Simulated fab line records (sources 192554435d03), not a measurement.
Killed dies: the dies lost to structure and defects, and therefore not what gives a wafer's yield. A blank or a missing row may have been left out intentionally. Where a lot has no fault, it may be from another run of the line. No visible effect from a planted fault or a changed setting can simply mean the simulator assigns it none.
fab line records	flow n5-finfet
record: lots: 7	wafers: 21
route steps=1938 shown BEOL_M11@1599 BEOL_M13@1696 BEOL_M14@1743 PASSIVATION@1915
start-h: the number of hours between the record's first day and the start of the first shown wafer of the lot	wait-h: how many hours have passed since the lot's step before this one	" identical to the entry in the row above	L1.1+2: one row covering several wafers at once	- either no value or no given start	* or withheld: withheld	< > ~ a bound
route shown NAME@n: names a module that has steps shown in the file, with the first one's number in the route	usual: the fault-free wafers' mean and standard deviation	same: alike in all rows	chamber/n: place in a boat	sites: readings site by site	_std_site: standard deviation across them	_edge_site: the outer-site mean with the inner-site mean subtracted	radius-mm: for every site, how far away it sits from the centre of the wafer	mask NAME#n: copy n	behind: the last tool/chamber to shape the wafer	hold: the reason the lot was held/the length of the hold in hours/how it ended	device: transistor that didn't switch, given as n, p or np	end of line: the route-end tests of the same wafers	a step given without rows: its recipe and nothing more	killed: the dies lost at the first sort to structure and to defects; this is not the yield of the wafer	map: a wafer's dies, marking killed ones x, the rest . and places with no die _
set.NAME: the setting that was run; set.NAME@STEP: the one run at that earlier step	model.NAME: the simulator's own value behind a step, which no gauge read
lots whose settings were changed on purpose; a table a step, a row a wafer
== steps ==
step: N5_BEOL_M11_DEP_56
recipe: material: SiCN	target-thk-a: 300	temp-c: withheld	precursor: 3MS/NH3	pressure-torr: 3	rf-w: 675	time-s: 10.5
lot.wafer	tool	chamber	start-h	wait-h	set.time-s	model.SiCN_of_BEOL_M11_DEP_56.thk-nm
L079.1	pecvd-02	1	244.03	0.0	10.5	29.8
L079.2	"	0	"	"	10.5	29.6
L079.6	"	1	"	"	10.5	30
L078.1	pecvd-01	2	244.74	0.0	10.5	30
L078.4	"	1	"	"	11.06	31.4
L078.5	"	0	"	"	11.06	31.6
L080.1+2	pecvd-01	0,1	268.46	0.0	10.5	29
L080.3	"	2	"	"	10.5	29.8
L082.2	pecvd-01	2	270.45	0.0	10.5	29.6
L082.4	"	1	"	"	10.5	29.2
L082.6	"	2	"	"	11.31	32.6
L083.1	pecvd-02	2	289.64	0.0	10.5	30
L083.5	"	1	"	"	9.229	27.4
L083.6	"	0	"	"	10.5	30.4
L085.4	pecvd-01	1	291.67	0.0	10.5	29.4
L085.5	"	1	"	"	9.932	27.8
L085.6	"	2	"	"	9.932	28.6
L097.2+3	pecvd-01	2,0	365.52	0.0	11.97	33.8
L097.5	"	2	"	"	10.5	30.6
step: N5_BEOL_M11_RS_MEAS_57
recipe: thk-meas-gauge: four-point-probe	reads: Cu_of_BEOL_M11_ECD_50+Co_of_BEOL_M11_CVD_75+TaN_of_BEOL_M11_ALD_74
usual: M11_RS: 0.152/0.0035
lot.wafer	tool	chamber	start-h	wait-h	set.time-s@BEOL_M11_TRENCH_ETCH_37	M11_RS[ohm/sq]
L079.1	film-metro-01	-	244.10	0.0	48	0.151
L079.2	"	-	"	"	44.5	0.170
L079.6	"	-	"	"	48	0.155
L078.1	film-metro-02	-	244.80	0.0	48	0.160
L078.4	"	-	"	"	53.27	0.143
L078.5	"	-	"	"	48	0.159
L080.1	film-metro-01	-	268.52	0.0	48	0.151
L080.2	"	-	"	"	48	0.156
L080.3	"	-	"	"	48	0.150
L082.2	film-metro-01	-	270.52	0.0	48	0.149
L082.4	"	-	"	"	57.03	0.124
L082.6	"	-	"	"	48	0.153
L083.1	film-metro-01	-	289.70	0.0	48	0.152
L083.5	"	-	"	"	44.05	0.166
L083.6	"	-	"	"	44.05	0.169
L085.4	film-metro-02	-	291.74	0.1	48	0.152
L085.5	"	-	"	"	48	0.153
L085.6	"	-	"	"	48	0.145
L097.2	film-metro-01	-	365.59	0.0	48	0.157
L097.3	"	-	"	"	37.55	0.209
L097.5	"	-	"	"	37.55	0.202
step: N5_BEOL_M13_TRENCH_ETCH_34
recipe: chemistry: C4F8/O2/Ar	target: SiOC	target-depth-a: 4134.7	mask-material: SOC	pressure-mtorr: 30	source-w: 3000	bias-w: 700	Ar_flow_sccm: 400	C4F8_flow_sccm: 15	O2_flow_sccm: 8	he-inner-torr: 15	he-outer-torr: 30	time-s: 162.6	ion-energy-ev: 250
lot.wafer	tool	chamber	start-h	wait-h	set.time-s	model.etch.depth-nm
L079.1	rie-diel-04	2	250.56	0.0	162.6	415.9
L079.2	"	1	"	"	162.6	420.5
L079.6	"	1	"	"	143.9	369.8
L078.1	rie-diel-02	3	253.21	0.0	138.7	349.9
L078.4	"	2	"	"	138.7	343.9
L078.5	"	3	"	"	138.7	350.8
L080.1	rie-diel-02	0	277.00	0.0	162.6	414.1
L080.2	"	2	"	"	162.6	410
L080.3	"	1	"	"	162.6	415.5
L082.2	rie-diel-02	1	278.86	0.0	162.6	411.8
L082.4	"	1	"	"	162.6	412.5
L082.6	"	0	"	"	162.6	414.2
L083.1	rie-diel-05	2	295.63	0.0	162.6	398.6
L083.5	"	1	"	"	197.8	503
L083.6	"	2	"	"	162.6	396.8
L085.4	rie-diel-02	0	303.41	0.1	187.4	473.6
L085.5	"	1	"	"	187.4	474.7
L085.6	"	2	"	"	187.4	461
L097.2	rie-diel-02	2	372.33	0.0	129	317.4
L097.3	"	3	"	"	162.6	418.7
L097.5	"	2	"	"	162.6	403.8
step: N5_BEOL_M13_STRIP_70
recipe: chemistry: C4F8/O2/Ar	resist: SiARC	rf-frequency-hz: 6e+07
step: N5_BEOL_M13_OCD_MEAS_35
usual: trench-depth-nm: 412/6.7
lot.wafer	tool	chamber	start-h	wait-h	set.time-s@BEOL_M13_TRENCH_ETCH_34	trench-depth-nm
L079.1	ocd-01	-	250.74	0.0	162.6	416
L079.2	"	-	"	"	162.6	421
L079.6	"	-	"	"	143.9	369
L078.1	ocd-02	-	253.38	0.0	138.7	350
L078.4	"	-	"	"	138.7	344
L078.5	"	-	"	"	138.7	351
L080.1	ocd-02	-	277.17	0.0	162.6	414
L080.2	"	-	"	"	162.6	410
L080.3	"	-	"	"	162.6	415
L082.2	ocd-02	-	279.05	0.0	162.6	412
L082.4	"	-	"	"	162.6	412
L082.6	"	-	"	"	162.6	414
L083.1	ocd-01	-	295.80	0.0	162.6	399
L083.5	"	-	"	"	197.8	503
L083.6	"	-	"	"	162.6	397
L085.4	ocd-01	-	303.53	0.0	187.4	474
L085.5	"	-	"	"	187.4	475
L085.6	"	-	"	"	187.4	461
L097.2	ocd-01	-	372.51	0.0	129	317
L097.3	"	-	"	"	162.6	419
L097.5	"	-	"	"	162.6	404
step: N5_BEOL_M13_STRIP_37
recipe: chemistry: N2/H2	power-w: 1000	temp-c: 250	h2-frac: 0.65	overash-fraction: 0.3	pressure-mtorr: withheld	n2-flow-sccm: 1750	h2-flow-sccm: 3250
step: N5_BEOL_M13_ETCH_38
recipe: chemistry: CF4/N2	target: SiCN	target-depth-a: 675	taper-deg: 2	time-s: 71.9	ion-energy-ev: 150	mask-material: SiO2	pressure-mtorr: 40	source-w: 430	bias-w: 70	Ar_flow_sccm: 100	cf4-flow-sccm: 60	n2-flow-sccm: 60
step: N5_BEOL_M13_ECD_47
recipe: material: Cu	target-thk-a: 9360
step: N5_BEOL_M13_ANNEAL_48
recipe: temp-c: 225	time-s: 90	ambient: N2
step: N5_BEOL_M13_CMP_49
recipe: stop-on: SiOC	t-overpolish-s: 17.1	down-force-psi: 1	platen-rpm: 50	clearing-platen-down-force-psi: 1.5	clearing-platen-rpm: 50	post-cmp-clean: cu-alkaline	target-thk-nm: 420	clearing-platen-pad-velocity-m-s: 0.99484	pad-velocity-m-s: 0.99484
lot.wafer	tool	chamber	start-h	wait-h	set.time-s@BEOL_M13_TRENCH_ETCH_34	model.Cu_of_BEOL_M13_ECD_47.thk-nm
L079.2	cmp-04	0	253.32	0.2	162.6	428.4
L079.1	"	2	"	"	162.6	421.6
L079.6	"	1	"	"	143.9	375.8
L078.1	cmp-02	1	255.35	0.3	138.7	356.8
L078.4	"	2	"	"	138.7	349
L078.5	"	0	"	"	138.7	358
L080.2	cmp-02	1	278.94	0.2	162.6	415.8
L080.1	"	2	"	"	162.6	420
L080.3	"	0	"	"	162.6	423.6
L082.2	cmp-02	0	284.83	0.2	162.6	418.4
L082.4	"	2	"	"	162.6	418.6
L082.6	"	1	"	"	162.6	419.6
L083.1	cmp-02	0	302.05	0.3	162.6	405.6
L083.5	"	2	"	"	197.8	510.2
L083.6	"	3	"	"	162.6	403.6
L085.4	cmp-04	0	306.27	0.2	187.4	480.8
L085.5	"	1	"	"	187.4	479.8
L085.6	"	2	"	"	187.4	467.4
L097.3	cmp-02	1	376.06	0.2	162.6	424.8
L097.2	"	2	"	"	129	322.8
L097.5	"	3	"	"	162.6	410.4
step: N5_BEOL_M13_THK_MEAS_50
recipe: thk-meas-gauge: xrf	reads: Cu_of_BEOL_M13_ECD_47
usual: M13_THK: 427/8.2
lot.wafer	tool	chamber	start-h	wait-h	set.time-s@BEOL_M13_TRENCH_ETCH_34	M13_THK[nm]
L079.1	film-metro-01	-	253.61	-	162.6	435
L079.2	"	-	"	"	162.6	441
L079.6	"	-	"	"	143.9	388
L078.1	film-metro-01	-	255.57	-	138.7	363
L078.4	"	-	"	"	138.7	353
L078.5	"	-	"	"	138.7	363
L080.1	film-metro-02	-	279.24	-	162.6	426
L080.2	"	-	"	"	162.6	424
L080.3	"	-	"	"	162.6	432
L082.2	film-metro-02	-	285.13	-	162.6	423
L082.4	"	-	"	"	162.6	424
L082.6	"	-	"	"	162.6	424
L083.1	film-metro-01	-	302.27	-	162.6	418
L083.5	"	-	"	"	197.8	525
L083.6	"	-	"	"	162.6	413
L085.4	film-metro-01	-	306.45	-	187.4	491
L085.5	"	-	"	"	187.4	494
L085.6	"	-	"	"	187.4	477
L097.2	film-metro-02	-	376.28	-	129	329
L097.3	"	-	"	"	162.6	434
L097.5	"	-	"	"	162.6	420
step: N5_BEOL_M13_PRE_CLEAN_52
recipe: gas: NH3	time-s: 15	temp-c: withheld	rf-power-w: 300
step: N5_BEOL_M13_DEP_53
recipe: material: SiCN	target-thk-a: 500	temp-c: withheld	precursor: 3MS/NH3	pressure-torr: 3	rf-w: 675	time-s: 17.8
step: N5_BEOL_M13_RS_MEAS_54
recipe: thk-meas-gauge: four-point-probe	reads: Cu_of_BEOL_M13_ECD_47+Ta_of_BEOL_M13_SPUTTER_44+TaN_of_BEOL_M13_SPUTTER_43
usual: M13_RS: 0.0450/0.00077
lot.wafer	tool	chamber	start-h	wait-h	set.time-s@BEOL_M13_TRENCH_ETCH_34	M13_RS[ohm/sq]
L079.1	film-metro-02	-	253.74	0.0	162.6	0.0447
L079.2	"	-	"	"	162.6	0.0440
L079.6	"	-	"	"	143.9	0.0504
L078.1	film-metro-02	-	255.70	0.0	138.7	0.0531
L078.4	"	-	"	"	138.7	0.0545
L078.5	"	-	"	"	138.7	0.0529
L080.1	film-metro-01	-	279.37	0.0	162.6	0.0448
L080.2	"	-	"	"	162.6	0.0453
L080.3	"	-	"	"	162.6	0.0445
L082.2	film-metro-01	-	285.26	0.1	162.6	0.0450
L082.4	"	-	"	"	162.6	0.0450
L082.6	"	-	"	"	162.6	0.0449
L083.1	film-metro-01	-	302.40	0.0	162.6	0.0464
L083.5	"	-	"	"	197.8	0.0367
L083.6	"	-	"	"	162.6	0.0467
L085.4	film-metro-02	-	306.61	0.1	187.4	0.0391
L085.5	"	-	"	"	187.4	0.0392
L085.6	"	-	"	"	187.4	0.0402
L097.2	film-metro-02	-	376.41	0.1	129	0.0591
L097.3	"	-	"	"	162.6	0.0444
L097.5	"	-	"	"	162.6	0.0459
step: N5_BEOL_M14_PEB_26
recipe: peb-temp-c: 130	peb-time-s: 90
lot.wafer	tool	chamber	start-h	wait-h	set.peb-temp-c
L079.1+2+6	litho-track-03	0	255.42	0.1	130
L078.1+4+5	litho-track-01	0	257.27	0.1	130
L080.1+2+3	litho-track-03	0	280.79	0.1	130
L082.2+6	litho-track-05	0	286.89	0.0	133.4
L082.4	"	0	"	"	130
L083.1+5	litho-track-05	0	304.11	0.1	130
L083.6	"	0	"	"	133.2
L085.4+5+6	litho-track-05	0	308.24	0.0	130
L097.2+3+5	litho-track-03	0	377.95	0.0	130
step: N5_BEOL_M14_DEVELOP_27
recipe: develop-time-s: 45	rinse-liquid: diw	dry: air-spin	dev-temp-c: 21
step: N5_BEOL_M14_HARDBAKE_32
recipe: temp-c: 130	time-s: 120
step: N5_BEOL_M14_CD_MEAS_28
recipe: target-cd-nm: 284.4	landing-energy-ev: 500	detector: se-inlens
usual: cd-nm: 283.4/1.8
lot.wafer	tool	chamber	start-h	wait-h	set.peb-temp-c@BEOL_M14_PEB_26	cd-nm
L079.1	cd-sem-01	0	255.54	-	130	285.0
L079.2	"	0	"	"	130	283.9
L079.6	"	0	"	"	130	282.0
L078.1	cd-sem-02	0	257.38	-	130	280.7
L078.4	"	0	"	"	130	280.6
L078.5	"	0	"	"	130	281.7
L080.1	cd-sem-01	0	280.90	-	130	283.6
L080.2	"	0	"	"	130	287.7
L080.3	"	0	"	"	130	284.4
L082.2	cd-sem-01	0	287.01	-	133.4	297.6
L082.4	"	0	"	"	130	285.4
L082.6	"	0	"	"	133.4	297.5
L083.1	cd-sem-02	0	304.23	-	130	283.6
L083.5	"	0	"	"	130	283.7
L083.6	"	0	"	"	133.2	297.0
L085.4	cd-sem-03	0	308.35	-	130	281.8
L085.5	"	0	"	"	130	283.5
L085.6	"	0	"	"	130	282.3
L097.2	cd-sem-01	0	378.07	-	130	282.3
L097.3	"	0	"	"	130	285.4
L097.5	"	0	"	"	130	283.5
step: N5_BEOL_M14_DESCUM_33
recipe: chemistry: O2	time-s: 7.9	source-power-w: 50	bias-power-w: 20	pressure-mtorr: 20	rf-frequency-hz: 2.712e+07	temp-c: 40	o2-flow-sccm: 225
lot.wafer	tool	chamber	start-h	wait-h	set.peb-temp-c@BEOL_M14_PEB_26	model.BEOL_M14.cd-nm
L079.1	rie-diel-01	2	255.73	0.1	130	285
L079.2	"	3	"	"	130	284.2
L079.6	"	2	"	"	130	281.8
L078.1	rie-diel-06	3	257.47	0.0	130	280.6
L078.4	"	0	"	"	130	280.2
L078.5	"	3	"	"	130	281.2
L080.1	rie-diel-06	0	280.99	0.0	130	283.8
L080.2	"	3	"	"	130	287.8
L080.3	"	1	"	"	130	284.4
L082.2	rie-diel-06	0	287.11	0.0	133.4	297.8
L082.4	"	3	"	"	130	285.6
L082.6	"	3	"	"	133.4	297.6
L083.1	rie-diel-06	3	304.31	0.0	130	283.4
L083.5	"	1	"	"	130	283.8
L083.6	"	0	"	"	133.2	297
L085.4	rie-diel-03	0	308.45	0.0	130	281.8
L085.5	"	1	"	"	130	283.6
L085.6	"	3	"	"	130	282.6
L097.2	rie-diel-06	0	378.15	0.0	130	282.2
L097.3	"	2	"	"	130	285.6
L097.5	"	3	"	"	130	283.2
step: N5_BEOL_M14_ETCH_67
recipe: chemistry: CF4	target: SiARC	target-depth-a: 1430	time-s: 238.3	ion-energy-ev: 80	pressure-mtorr: 40	source-w: 545	bias-w: 36	Ar_flow_sccm: 100	cf4-flow-sccm: 100	ends: cleared
step: N5_BEOL_M14_ETCH_68
recipe: chemistry: N2/H2	target: SOC	mask-material: SiARC	source-w: 3000	bias-w: 350	temp-c: 40	time-s: 450	ion-energy-ev: 200	pressure-mtorr: 30	n2-flow-sccm: 200	h2-flow-sccm: 200
lot.wafer	tool	chamber	start-h	wait-h	set.peb-temp-c@BEOL_M14_PEB_26	model.BEOL_M14.cd-nm
L079.1	rie-diel-01	2	255.91	0.1	130	279.8
L079.2	"	3	"	"	130	279.4
L079.6	"	2	"	"	130	277
L078.1	rie-diel-06	3	257.65	0.1	130	277.4
L078.4	"	0	"	"	130	276.4
L078.5	"	3	"	"	130	278.6
L080.1	rie-diel-06	0	281.17	0.1	130	278.6
L080.2	"	3	"	"	130	284
L080.3	"	1	"	"	130	279.6
L082.2	rie-diel-06	0	287.29	0.1	133.4	292.8
L082.4	"	3	"	"	130	281
L082.6	"	3	"	"	133.4	293.8
L083.1	rie-diel-06	3	304.50	0.1	130	279
L083.5	"	1	"	"	130	280
L083.6	"	0	"	"	133.2	293.2
L085.4	rie-diel-03	3	308.75	0.1	130	278.8
L085.5	"	0	"	"	130	280.6
L085.6	"	3	"	"	130	279.8
L097.2	rie-diel-06	0	378.33	0.1	130	281
L097.3	"	2	"	"	130	279.4
L097.5	"	3	"	"	130	281.2
step: N5_PASSIVATION_PECVD_53
recipe: material: SiO2	target-thk-a: 8000	temp-c: 400	precursor: TEOS/O2	pressure-torr: 6.5	rf-w: withheld	teos-flow-sccm: withheld	gas: O2	flow-sccm: 2650	time-s: 169.4
lot.wafer	tool	chamber	start-h	wait-h	set.time-s	model.SiO2_of_PASSIVATION_PECVD_53.thk-nm
L079.1	pecvd-04	2	285.59	0.0	169.4	795
L079.2	"	1	"	"	169.4	799.4
L079.6	"	0	"	"	176.9	843.6
L078.1	pecvd-02	1	286.10	0.0	161.1	755.2
L078.4	"	1	"	"	169.4	808.4
L078.5	"	0	"	"	161.1	788.8
L080.1	pecvd-02	1	303.77	0.0	169.4	792.4
L080.2	"	0	"	"	169.4	808.6
L080.3	"	2	"	"	169.4	794.2
L082.2	pecvd-01	1	311.79	0.0	180.2	858.2
L082.4	"	2	"	"	169.4	789.4
L082.6	"	2	"	"	169.4	798.2
L083.1	pecvd-04	0	327.62	0.0	169.4	807
L083.5	"	2	"	"	169.4	821.2
L083.6	"	0	"	"	155.6	761
L085.4	pecvd-02	0	327.74	0.1	169.4	832
L085.5	"	1	"	"	146.9	704
L085.6	"	2	"	"	146.9	703
L097.2	pecvd-01	0	398.92	0.0	169.4	791.2
L097.3	"	2	"	"	156.5	726.6
L097.5	"	2	"	"	169.4	779
== key ==
split: step: N5_BEOL_M11_DEP_56	setting: time-s	stated: 10.5	by: wafer
response: step: N5_BEOL_M11_DEP_56	reading: model.SiCN_of_BEOL_M11_DEP_56.thk-nm	change: +0.256	per: 1%	r: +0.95
split: step: N5_BEOL_M13_TRENCH_ETCH_34	setting: time-s	stated: 162.6	by: wafer
response: step: N5_BEOL_M13_TRENCH_ETCH_34	reading: model.etch.depth-nm	change: +4.65	per: 1%	r: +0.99
response: step: N5_BEOL_M13_OCD_MEAS_35	reading: trench-depth-nm	change: +4.66	per: 1%	r: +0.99
response: step: N5_BEOL_M13_CMP_49	reading: model.Cu_of_BEOL_M13_ECD_47.thk-nm	change: +4.68	per: 1%	r: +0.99
response: step: N5_BEOL_M13_THK_MEAS_50	reading: M13_THK	change: +4.84	per: 1%	r: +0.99
response: step: N5_BEOL_M13_RS_MEAS_54	reading: M13_RS	change: -0.000555	per: 1%	r: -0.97
split: step: N5_BEOL_M14_PEB_26	setting: peb-temp-c	stated: 130	by: wafer
response: step: N5_BEOL_M14_CD_MEAS_28	reading: cd-nm	change: +4.98	per: 1%	r: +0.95
response: step: N5_BEOL_M14_DESCUM_33	reading: model.BEOL_M14.cd-nm	change: +5.01	per: 1%	r: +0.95
response: step: N5_BEOL_M14_ETCH_68	reading: model.BEOL_M14.cd-nm	change: +5.11	per: 1%	r: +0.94
split: step: N5_PASSIVATION_PECVD_53	setting: time-s	stated: 169.4	by: wafer
response: step: N5_PASSIVATION_PECVD_53	reading: model.SiO2_of_PASSIVATION_PECVD_53.thk-nm	change: +8.78	per: 1%	r: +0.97
split outside-this-file step=N5_BEOL_M11_TRENCH_ETCH_37 setting=time-s
split outside-this-file: this setting was split too, and the file shows its column; the key of that split is in another file
